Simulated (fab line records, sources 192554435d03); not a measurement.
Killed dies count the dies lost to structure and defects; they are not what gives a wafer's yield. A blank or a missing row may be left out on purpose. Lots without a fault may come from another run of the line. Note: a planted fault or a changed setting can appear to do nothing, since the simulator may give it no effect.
fab line records	flow n5_finfet	part 1 of 2: steps 1 to 27 of 35
record lots=5	wafers=15	last_day=17
route steps=1938 shown BEOL_M14@1754 BEOL_M15@1773
lots that met no fault: taken from a fault-free run of the same line
start_h: the number of hours between the record's first day and the start of the first shown wafer of the lot	wait_h: hours from the lot's prior step to this one	" as in the row above	L1.1+2: a single row standing in for several wafers	- either no value or no given start	* or withheld: withheld	< > ~ a bound
route shown NAME@n: names a module that has steps shown in the file, with the first one's number in the route	usual: mean/standard deviation of fault-free wafers	same: alike in all rows	chamber/n: place in a boat	sites: each site's reading	_std_site: the values' standard deviation	_edge_site: inner sites' mean taken away from outer sites' mean	radius_mm: how far each site lies from the wafer's centre	mask NAME#n: copy n	behind: the tool/chamber that last shaped the wafer	hold: why the lot went on hold/how many hours it stayed there/how the hold came to an end	device: which transistor (n, p or np) failed to switch	end of line: the tests these same wafers got at the end of their route	where a step has no rows: the recipe by itself	killed: dies lost to structure and defects at the first sort, not the wafer's yield	map: a wafer's dies, marking killed ones x, the rest . and places with no die _
set.NAME: the setting as run; set.NAME@STEP: as run at that earlier step	model.NAME: the simulator's own value behind a step, which no gauge read
lots at selected steps of the route; one table per step, one row per wafer
services: when a tool's chamber went out of use (start_h, in hours from the record's first day, below 0 if earlier), for how many hours, and the reason
## steps
# step N5_BEOL_M14_STRIP_70
# recipe chemistry=C4F8/O2/Ar	resist=SiARC	rf_frequency_hz=6e+07
lot.wafer	tool	chamber	start_h	wait_h
L074.1+2+6	rie_diel-06	0,3,3	278.80	0.1
L078.1+4+5	rie_diel-01	1,2,1	290.44	0.1
L086.2+3+5	rie_diel-01	2,1,1	331.11	0.1
L084.1+3+5	rie_diel-06	0,2,1	337.12	0.1
L095.1+3+6	rie_diel-05	3,1,0	387.64	0.1
# step N5_BEOL_M14_OCD_MEAS_35
# usual trench_depth_nm=561/6.9
lot.wafer	tool	chamber	start_h	wait_h	trench_depth_nm
L074.1	ocd-02	-	278.84	0.0	560
L074.2	"	-	"	"	568
L074.6	"	-	"	"	566
L078.1	ocd-01	-	290.48	0.0	567
L078.4	"	-	"	"	577
L078.5	"	-	"	"	572
L086.2	ocd-01	-	331.16	0.0	579
L086.3	"	-	"	"	573
L086.5	"	-	"	"	574
L084.1	ocd-02	-	337.16	0.0	557
L084.3	"	-	"	"	554
L084.5	"	-	"	"	553
L095.1	ocd-01	-	387.68	0.0	576
L095.3	"	-	"	"	553
L095.6	"	-	"	"	553
# step N5_BEOL_M14_STRIP_37
# recipe chemistry=O2	power_w=600	temp_c=60	pressure_mtorr=30	rf_frequency_hz=6e+07	bias_power_w=0	overash_fraction=0.3	o2_flow_sccm=225
# usual drypump_motor_current_A=5.6/0.41	oes_product_au=0.82/0.062	rf_vpp_V=3.7/0.93	showerhead_plenum_p_Torr=2.12/0.057	throttle_valve_pct=16.66/0.16
lot.wafer	tool	chamber	start_h	wait_h	drypump_motor_current_A	oes_product_au	rf_hours_counter_h	rf_vpp_V	showerhead_plenum_p_Torr	throttle_valve_pct
L074.1	rie_diel-06	0	280.78	1.9	5.3	0.71	197	3.3	2.08	16.92
L074.2	"	1	"	"	6.1	0.68	248	2.2	1.96	16.76
L074.6	"	3	"	"	5.1	0.89	-	4.3	2.16	16.64
L078.1	rie_diel-05	3	293.92	3.4	6.2	0.87	26	1.7	2.13	16.46
L078.4	"	0	"	"	5.7	0.75	135	3.9	2.11	16.40
L078.5	"	1	"	"	5.8	0.84	-	4.8	2.02	16.71
L086.2	rie_diel-05	1	338.12	7.0	5.9	0.82	90	3.4	2.02	16.73
L086.3	"	2	"	"	5.8	0.80	101	4.5	2.03	16.90
L086.5	"	1	"	"	5.9	0.83	-	3.2	2.02	16.72
L084.1	rie_diel-01	2	340.00	2.8	4.9	0.83	90	5.3	2.14	16.62
L084.3	"	0	"	"	5.4	0.78	123	3.9	2.13	16.74
L084.5	"	0	"	"	5.4	0.79	-	2.8	2.13	16.71
L095.1	rie_diel-01	3	393.47	5.8	5.6	0.87	39	4.0	2.14	16.63
L095.3	"	0	"	"	5.4	0.76	142	5.1	2.12	16.80
L095.6	"	0	"	"	5.4	0.76	-	4.4	2.12	16.75
# step N5_BEOL_M14_ETCH_38
# recipe chemistry=CF4/N2	target=SiCN	target_depth_a=1065	taper_deg=2	time_s=120.6	ion_energy_ev=150	mask_material=SiO2	pressure_mtorr=40	source_w=430	bias_w=70	Ar_flow_sccm=100	cf4_flow_sccm=60	n2_flow_sccm=60
# usual drypump_motor_current_A=5.6/0.41	oes_product_au=0.83/0.061	rf_vpp_V=382.7/1.5	showerhead_plenum_p_Torr=2.22/0.059	throttle_valve_pct=15.37/0.15
lot.wafer	tool	chamber	start_h	wait_h	drypump_motor_current_A	oes_product_au	rf_hours_counter_h	rf_vpp_V	showerhead_plenum_p_Torr	throttle_valve_pct
L074.1	rie_diel-06	0	-	-	5.4	0.72	197	381.7	2.20	15.70
L074.2	"	1	"	"	6.1	0.68	248	378.7	2.09	15.62
L074.6	"	3	"	"	5.1	0.91	-	383.9	2.26	15.30
L078.1	rie_diel-05	3	-	-	6.3	0.89	26	382.6	2.25	15.30
L078.4	"	0	"	"	5.7	0.76	135	382.9	2.22	15.17
L078.5	"	1	"	"	5.9	0.84	-	381.2	2.13	15.43
L086.2	rie_diel-05	1	-	-	5.9	0.82	90	381.6	2.12	15.45
L086.3	"	2	"	"	5.8	0.82	101	380.9	2.13	15.59
L086.5	"	1	"	"	5.8	0.82	-	380.0	2.12	15.46
L084.1	rie_diel-01	2	-	-	4.9	0.85	90	381.7	2.22	15.22
L084.3	"	0	"	"	5.4	0.80	123	382.4	2.21	15.35
L084.5	"	0	"	"	5.4	0.80	-	384.5	2.21	15.33
L095.1	rie_diel-01	3	-	-	5.6	0.87	39	383.7	2.25	15.34
L095.3	"	0	"	"	5.4	0.78	142	384.1	2.20	15.40
L095.6	"	0	"	"	5.4	0.77	-	382.4	2.20	15.38
# step N5_BEOL_M14_PRECLEAN_39
# recipe chemistry=residue_remover	time_s=60	temp_c=40
lot.wafer	tool	chamber	start_h	wait_h
L074.1+2+6	wet_bench-05	1,2,6	280.98	-
L078.1+4+5	wet_bench-06	3,4,1	294.11	-
L086.2+3+5	wet_bench-01	3,6,5	338.32	-
L084.1+3+5	wet_bench-01	7,1,0	340.19	-
L095.1+3+6	wet_bench-05	3,5,4	393.71	-
# step N5_BEOL_M14_SRD_40
# recipe time_s=30	temp_c=23	rinse_liquid=diw	dry=n2_spin	spin_rpm=1500	dry_time_s=30
lot.wafer	tool	chamber	start_h	wait_h
L074.1+2+6	wet_bench-05	1,2,6	281.00	0.0
L078.1+4+5	wet_bench-06	3,4,1	294.13	0.0
L086.2+3+5	wet_bench-01	3,6,5	338.34	0.0
L084.1+3+5	wet_bench-01	7,1,0	340.21	0.0
L095.1+3+6	wet_bench-05	3,5,4	393.73	0.0
# step N5_BEOL_M14_DEGAS_41
# recipe ambient=vacuum	temp_c=300	time_s=60
# usual heater_power_w=442/31
lot.wafer	tool	chamber	start_h	wait_h	heater_power_w
L074.1	pvd_sputter-01	-	281.07	0.1	430
L074.2	"	-	"	"	428
L074.6	"	-	"	"	473
L078.1	pvd_sputter-02	-	294.53	0.4	489
L078.4	"	-	"	"	426
L078.5	"	-	"	"	406
L086.2	pvd_sputter-03	-	338.78	0.4	450
L086.3	"	-	"	"	460
L086.5	"	-	"	"	462
L084.1	pvd_sputter-01	-	340.41	0.2	478
L084.3	"	-	"	"	475
L084.5	"	-	"	"	462
L095.1	pvd_sputter-03	-	393.94	0.2	473
L095.3	"	-	"	"	451
L095.6	"	-	"	"	481
# step N5_BEOL_M14_PRE_CLEAN_42
# recipe gas=H2/He	time_s=30	temp_c=300
# usual heater_power_w=443/31
lot.wafer	tool	chamber	start_h	wait_h	heater_power_w
L074.1	pvd_sputter-01	-	281.11	0.0	430
L074.2	"	-	"	"	419
L074.6	"	-	"	"	481
L078.1	pvd_sputter-02	-	294.57	0.0	482
L078.4	"	-	"	"	432
L078.5	"	-	"	"	422
L086.2	pvd_sputter-03	-	338.82	0.0	440
L086.3	"	-	"	"	456
L086.5	"	-	"	"	464
L084.1	pvd_sputter-01	-	340.45	0.0	478
L084.3	"	-	"	"	470
L084.5	"	-	"	"	475
L095.1	pvd_sputter-03	-	393.98	0.0	473
L095.3	"	-	"	"	461
L095.6	"	-	"	"	484
# step N5_BEOL_M14_SPUTTER_43
# recipe material=TaN	target_thk_a=150	temp_c=50	bias_v=168.6	power_w=15000	chamber_pressure_pa=0.12	time_s=24.19
# usual throttle_valve_pct=30.6/0.92
lot.wafer	tool	chamber	start_h	wait_h	throttle_valve_pct
L074.1	pvd_sputter-01	-	281.15	0.0	29.5
L074.2	"	-	"	"	30.3
L074.6	"	-	"	"	30.2
L078.1	pvd_sputter-02	-	294.61	0.0	31.2
L078.4	"	-	"	"	29.3
L078.5	"	-	"	"	29.6
L086.2	pvd_sputter-03	-	338.86	0.0	30.4
L086.3	"	-	"	"	31.8
L086.5	"	-	"	"	31.8
L084.1	pvd_sputter-01	-	340.49	0.0	29.6
L084.3	"	-	"	"	30.3
L084.5	"	-	"	"	30.2
L095.1	pvd_sputter-03	-	394.02	0.0	31.6
L095.3	"	-	"	"	31.8
L095.6	"	-	"	"	31.7
# step N5_BEOL_M14_SPUTTER_44
# recipe material=Ta	target_thk_a=150	temp_c=50	bias_v=80	power_w=15000	chamber_pressure_pa=0.07	time_s=24.19
# usual throttle_valve_pct=30.6/0.85
lot.wafer	tool	chamber	start_h	wait_h	throttle_valve_pct
L074.1	pvd_sputter-01	-	281.23	0.0	29.9
L074.2	"	-	"	"	30.6
L074.6	"	-	"	"	30.4
L078.1	pvd_sputter-02	-	294.69	0.0	31.2
L078.4	"	-	"	"	29.5
L078.5	"	-	"	"	29.9
L086.2	pvd_sputter-03	-	338.94	0.0	30.6
L086.3	"	-	"	"	31.8
L086.5	"	-	"	"	31.8
L084.1	pvd_sputter-01	-	340.57	0.0	29.8
L084.3	"	-	"	"	30.3
L084.5	"	-	"	"	30.3
L095.1	pvd_sputter-03	-	394.10	0.0	31.5
L095.3	"	-	"	"	31.8
L095.6	"	-	"	"	31.3
# step N5_BEOL_M14_SPUTTER_45
# recipe material=Cu	target_thk_a=1000	temp_c=-20	bias_v=60	power_w=26000	chamber_pressure_pa=0.13	time_s=16.67
# usual chuck_sensor_temp_C=-15.9/0.55	throttle_valve_pct=30.6/0.88
lot.wafer	tool	chamber	start_h	wait_h	chuck_sensor_temp_C	throttle_valve_pct
L074.1	pvd_sputter-01	-	281.31	0.0	-16.6	29.8
L074.2	"	-	"	"	-15.0	30.5
L074.6	"	-	"	"	-16.1	30.5
L078.1	pvd_sputter-02	-	294.77	0.0	-16.5	31.5
L078.4	"	-	"	"	-16.5	29.8
L078.5	"	-	"	"	-16.6	29.4
L086.2	pvd_sputter-03	-	339.02	0.0	-15.3	30.9
L086.3	"	-	"	"	-15.6	31.6
L086.5	"	-	"	"	-15.5	32.1
L084.1	pvd_sputter-01	-	340.65	0.0	-15.0	29.9
L084.3	"	-	"	"	-16.1	30.7
L084.5	"	-	"	"	-16.1	30.5
L095.1	pvd_sputter-03	-	394.18	0.0	-15.9	31.5
L095.3	"	-	"	"	-15.5	31.7
L095.6	"	-	"	"	-15.8	31.3
# step N5_BEOL_M14_ECD_47
# recipe material=Cu	target_thk_a=12480
lot.wafer	tool	chamber	start_h	wait_h
L074.1+2+6	ecd_cu-02	1,0,1	281.43	0.1
L078.1+4+5	ecd_cu-01	1,0,1	294.89	0.1
L086.2+3+5	ecd_cu-01	0,1,0	339.14	0.1
L084.1+3+5	ecd_cu-01	0,1,0	340.77	0.1
L095.1+3+6	ecd_cu-01	0,1,1	394.29	0.1
# step N5_BEOL_M14_ANNEAL_48
# recipe temp_c=225	time_s=90	ambient=N2
# usual wafer_temp_C_max=226.4/0.69
lot.wafer	tool	chamber	start_h	wait_h	wafer_temp_C_max
L074.1	rtp_anneal-02	0	281.62	0.1	225.4
L074.2	"	0	"	"	225.6
L074.6	"	0	"	"	226.0
L078.1	rtp_anneal-01	0	295.14	0.2	227.2
L078.4	"	0	"	"	227.0
L078.5	"	0	"	"	226.7
L086.2	rtp_anneal-01	0	339.63	0.4	226.8
L086.3	"	0	"	"	226.8
L086.5	"	0	"	"	226.3
L084.1	rtp_anneal-02	0	340.96	0.1	225.8
L084.3	"	0	"	"	225.9
L084.5	"	0	"	"	225.8
L095.1	rtp_anneal-02	0	394.48	0.1	226.1
L095.3	"	0	"	"	226.1
L095.6	"	0	"	"	226.1
# step N5_BEOL_M14_CMP_49
# recipe stop_on=SiO2	t_overpolish_s=5.2	down_force_psi=2	platen_rpm=80	clearing_platen_down_force_psi=2	clearing_platen_rpm=80	post_cmp_clean=cu_alkaline	target_thk_nm=560	clearing_platen_pad_velocity_m_s=1.5917	pad_velocity_m_s=1.5917
# usual barrier_field_endpoint_s=11.46/0.24	motor_current_A=7.5/0.69	overpolish_run_s=5.201/0.0095	time_to_endpoint_s=122/4.3
lot.wafer	tool	chamber	start_h	wait_h	barrier_field_endpoint_s	motor_current_A	overpolish_run_s	time_to_endpoint_s
L074.1	cmp-01	0	281.92	0.3	11.25	8.1	5.213	119
L074.2	"	3	"	"	11.29	7.5	5.198	122
L074.6	"	0	"	"	11.26	7.5	5.195	123
L078.1	cmp-03	0	295.44	0.3	11.19	7.6	5.180	115
L078.4	"	1	"	"	11.46	7.1	5.199	123
L078.5	"	1	"	"	11.39	7.4	5.199	120
L086.2	cmp-02	0	339.96	0.3	11.37	8.3	5.196	120
L086.3	"	1	"	"	11.30	7.4	5.208	122
L086.5	"	2	"	"	11.42	6.2	5.189	123
L084.3	cmp-01	2	341.30	0.2	11.29	8.9	5.201	122
L084.1	"	3	"	"	11.01	8.0	5.206	119
L084.5	"	2	"	"	10.98	8.5	5.201	116
L095.3	cmp-01	3	394.78	0.2	11.25	8.0	5.213	119
L095.1	"	0	"	"	11.58	7.8	5.207	121
L095.6	"	3	"	"	11.14	7.8	5.185	118
# step N5_BEOL_M14_THK_MEAS_50
# recipe thk_meas_gauge=xrf	reads=Cu_of_BEOL_M14_ECD_47
# usual M14_THK=570/7.7
lot.wafer	tool	chamber	start_h	wait_h	M14_THK[nm]
L074.1	film_metro-02	-	282.21	-	569
L074.2	"	-	"	"	579
L074.6	"	-	"	"	577
L078.1	film_metro-01	-	295.73	-	573
L078.4	"	-	"	"	587
L078.5	"	-	"	"	581
L086.2	film_metro-02	-	340.18	-	583
L086.3	"	-	"	"	577
L086.5	"	-	"	"	579
L084.1	film_metro-02	-	341.56	-	564
L084.3	"	-	"	"	556
L084.5	"	-	"	"	558
L095.1	film_metro-01	-	395.08	-	589
L095.3	"	-	"	"	565
L095.6	"	-	"	"	565
# step N5_BEOL_M14_PRE_CLEAN_52
# recipe gas=NH3	time_s=15	temp_c=withheld	rf_power_w=300
lot.wafer	tool	chamber	start_h	wait_h
L074.1+2+6	pecvd-03	2,0,1	282.25	0.0
L078.1+4+5	pecvd-01	2,1,2	295.77	0.0
L086.2+3+5	pecvd-03	1,0,0	340.22	0.0
L084.1+3+5	pecvd-01	0,1,2	341.60	0.0
L095.1+3+6	pecvd-01	1,2,2	395.11	0.0
# step N5_BEOL_M14_DEP_53
# recipe material=SiCN	target_thk_a=500	temp_c=withheld	precursor=3MS/NH3	pressure_torr=3	rf_w=675	time_s=17.8
# usual showerhead_plenum_p_Torr=4.159/0.024	showerhead_vpp_V=1586/87	throttle_valve_pct=18.0/0.87
lot.wafer	tool	chamber	start_h	wait_h	showerhead_plenum_p_Torr	showerhead_vpp_V	throttle_valve_pct
L074.1	pecvd-03	2	282.27	0.0	4.159	1588	17.2
L074.2	"	0	"	"	4.168	1525	18.5
L074.6	"	1	"	"	4.206	1686	18.3
L078.1	pecvd-01	2	295.80	0.0	4.126	1386	17.1
L078.4	"	1	"	"	4.108	1625	19.5
L078.5	"	2	"	"	4.121	1389	17.1
L086.2	pecvd-03	1	340.24	0.0	4.196	1703	18.3
L086.3	"	0	"	"	4.184	1492	18.6
L086.5	"	0	"	"	4.173	1504	18.4
L084.1	pecvd-01	0	341.62	0.0	4.148	1612	17.3
L084.3	"	1	"	"	4.126	1633	19.6
L084.5	"	2	"	"	4.129	1390	17.2
L095.1	pecvd-01	1	395.14	0.0	4.109	1631	19.4
L095.3	"	2	"	"	4.132	1379	17.2
L095.6	"	2	"	"	4.122	1392	17.4
# step N5_BEOL_M14_RS_MEAS_54
# recipe thk_meas_gauge=four-point-probe	reads=Cu_of_BEOL_M14_ECD_47+Ta_of_BEOL_M14_SPUTTER_44+TaN_of_BEOL_M14_SPUTTER_43
# usual M14_RS=0.0329/0.00042
lot.wafer	tool	chamber	start_h	wait_h	M14_RS[ohm/sq]
L074.1	film_metro-02	-	282.34	0.0	0.0331
L074.2	"	-	"	"	0.0325
L074.6	"	-	"	"	0.0327
L078.1	film_metro-01	-	295.86	0.0	0.0326
L078.4	"	-	"	"	0.0320
L078.5	"	-	"	"	0.0323
L086.2	film_metro-02	-	340.31	0.1	0.0318
L086.3	"	-	"	"	0.0322
L086.5	"	-	"	"	0.0321
L084.1	film_metro-01	-	341.69	0.0	0.0331
L084.3	"	-	"	"	0.0334
L084.5	"	-	"	"	0.0334
L095.1	film_metro-02	-	395.20	0.0	0.0321
L095.3	"	-	"	"	0.0335
L095.6	"	-	"	"	0.0334
# step N5_BEOL_M14_INSPECT_55
# recipe inspect_instrument=darkfield	mode=post_dep
# usual raw_defect_count=73/25
lot.wafer	tool	chamber	start_h	wait_h	raw_defect_count
L074.1	defect_inspect-01	-	282.36	0.0	62
L074.2	"	-	"	"	39
L074.6	"	-	"	"	66
L078.1	defect_inspect-01	-	295.89	0.0	81
L078.4	"	-	"	"	64
L078.5	"	-	"	"	63
L086.2	defect_inspect-02	-	340.33	0.0	112
L086.3	"	-	"	"	82
L086.5	"	-	"	"	77
L084.1	defect_inspect-02	-	341.71	0.0	69
L084.3	"	-	"	"	114
L084.5	"	-	"	"	112
L095.1	defect_inspect-01	-	395.23	0.0	46
L095.3	"	-	"	"	37
L095.6	"	-	"	"	33
# step N5_BEOL_M15_ILD_DEP_00
# recipe material=SiO2	target_thk_a=16293	temp_c=400	precursor=TEOS/O2	pressure_torr=6.5	rf_w=900	teos_flow_sccm=161.4	gas=O2	flow_sccm=2650	time_s=346.1
# usual heater_power_outer_w=293/69	heater_power_w=562/90	showerhead_plenum_p_Torr=8.34/0.044	showerhead_vpp_V=1837/110	throttle_valve_pct=18.5/1
lot.wafer	tool	chamber	start_h	wait_h	heater_power_outer_w	heater_power_w	showerhead_plenum_p_Torr	showerhead_vpp_V	throttle_valve_pct
L074.1	pecvd-01	2	282.40	0.0	360	696	8.29	1629	17.7
L074.2	"	0	"	"	371	590	8.33	1844	18.1
L074.6	"	2	"	"	408	752	8.29	1621	17.5
L078.1	pecvd-01	1	295.93	0.0	178	463	8.29	1902	20.3
L078.4	"	1	"	"	236	529	8.28	1885	20.0
L078.5	"	2	"	"	403	729	8.31	1634	18.0
L086.2	pecvd-04	0	340.37	0.0	321	593	8.35	1874	19.2
L086.3	"	2	"	"	236	451	8.35	1959	16.9
L086.5	"	0	"	"	384	677	8.32	1870	19.3
L084.1	pecvd-04	0	341.75	0.0	362	648	8.34	1893	19.4
L084.3	"	2	"	"	240	465	8.38	1974	16.6
L084.5	"	2	"	"	289	551	8.36	1974	16.6
L095.1	pecvd-04	2	395.27	0.0	298	574	8.37	1992	16.8
L095.3	"	0	"	"	383	673	8.33	1866	19.5
L095.6	"	0	"	"	277	542	8.34	1895	19.1
# step N5_BEOL_M15_THK_MEAS_01
# recipe reads=SiO2_of_BEOL_M15_ILD_DEP_00
# usual M15_ILD_THK=1632/26
lot.wafer	tool	chamber	start_h	wait_h	M15_ILD_THK[nm]
L074.1	film_metro-02	-	282.65	0.1	1590
L074.2	"	-	"	"	1618
L074.6	"	-	"	"	1609
L078.1	film_metro-01	-	296.18	0.1	1631
L078.4	"	-	"	"	1647
L078.5	"	-	"	"	1613
L086.2	film_metro-01	-	340.62	0.1	1608
L086.3	"	-	"	"	1625
L086.5	"	-	"	"	1644
L084.1	film_metro-02	-	342.00	0.1	1620
L084.3	"	-	"	"	1631
L084.5	"	-	"	"	1654
L095.1	film_metro-01	-	395.52	0.1	1660
L095.3	"	-	"	"	1618
L095.6	"	-	"	"	1666
# step N5_BEOL_M15_COAT_58
# recipe resist=BARC	temp_c=205	time_s=60	spin_rpm=1500	resist_thk_nm=89
lot.wafer	tool	chamber	start_h	wait_h
L074.1+2+6	litho_track-04	0	282.68	0.0
L078.1+4+5	litho_track-04	0	296.21	0.0
L086.2+3+5	litho_track-03	0	340.65	0.0
L084.1+3+5	litho_track-05	0	342.03	0.0
L095.1+3+6	litho_track-04	0	395.55	0.0
# step N5_BEOL_M15_COAT_04
# recipe spin_rpm=1704	resist_thk_nm=800
lot.wafer	tool	chamber	start_h	wait_h
L074.1+2+6	litho_track-04	0	-	-
L078.1+4+5	litho_track-04	0	-	-
L086.2+3+5	litho_track-03	0	-	-
L084.1+3+5	litho_track-05	0	-	-
L095.1+3+6	litho_track-04	0	-	-
# step N5_BEOL_M15_EBR_06
# recipe solvent=PGMEA	ebr_width_mm=1.5
lot.wafer	tool	chamber	start_h	wait_h
L074.1+2+6	litho_track-04	0	-	-
L078.1+4+5	litho_track-04	0	-	-
L086.2+3+5	litho_track-03	0	-	-
L084.1+3+5	litho_track-05	0	-	-
L095.1+3+6	litho_track-04	0	-	-
# step N5_BEOL_M15_SOFTBAKE_05
# recipe temp_c=130	time_s=60
lot.wafer	tool	chamber	start_h	wait_h
L074.1+2+6	litho_track-04	0	-	-
L078.1+4+5	litho_track-04	0	-	-
L086.2+3+5	litho_track-03	0	-	-
L084.1+3+5	litho_track-05	0	-	-
L095.1+3+6	litho_track-04	0	-	-
# step N5_BEOL_M15_EXPOSE_07
# recipe mask_id=V14	na=0.8	source_shape=annular	sigma_inner=0.5	sigma_outer=0.8	polarization=unpolarized	attpsm_phase_deg=180	dose_mj=41.25
lot.wafer	tool	chamber	start_h	wait_h	mask
L074.1+2+6	krf_scanner-01	0	282.78	-	V14#0
L078.1+4+5	krf_scanner-01	0	296.31	-	V14#0
L086.2+3+5	krf_scanner-02	0	340.88	-	V14#0
L084.1+3+5	krf_scanner-02	0	342.26	-	V14#0
L095.1+3+6	krf_scanner-01	0	395.65	-	V14#0
# step N5_BEOL_M15_PEB_08
# recipe peb_temp_c=130	peb_time_s=90
lot.wafer	tool	chamber	start_h	wait_h
L074.1+2+6	litho_track-03	0	282.84	0.1
L078.1+4+5	litho_track-05	0	296.36	0.1
L086.2+3+5	litho_track-03	0	340.93	0.0
L084.1+3+5	litho_track-05	0	342.32	0.1
L095.1+3+6	litho_track-04	0	395.71	0.1
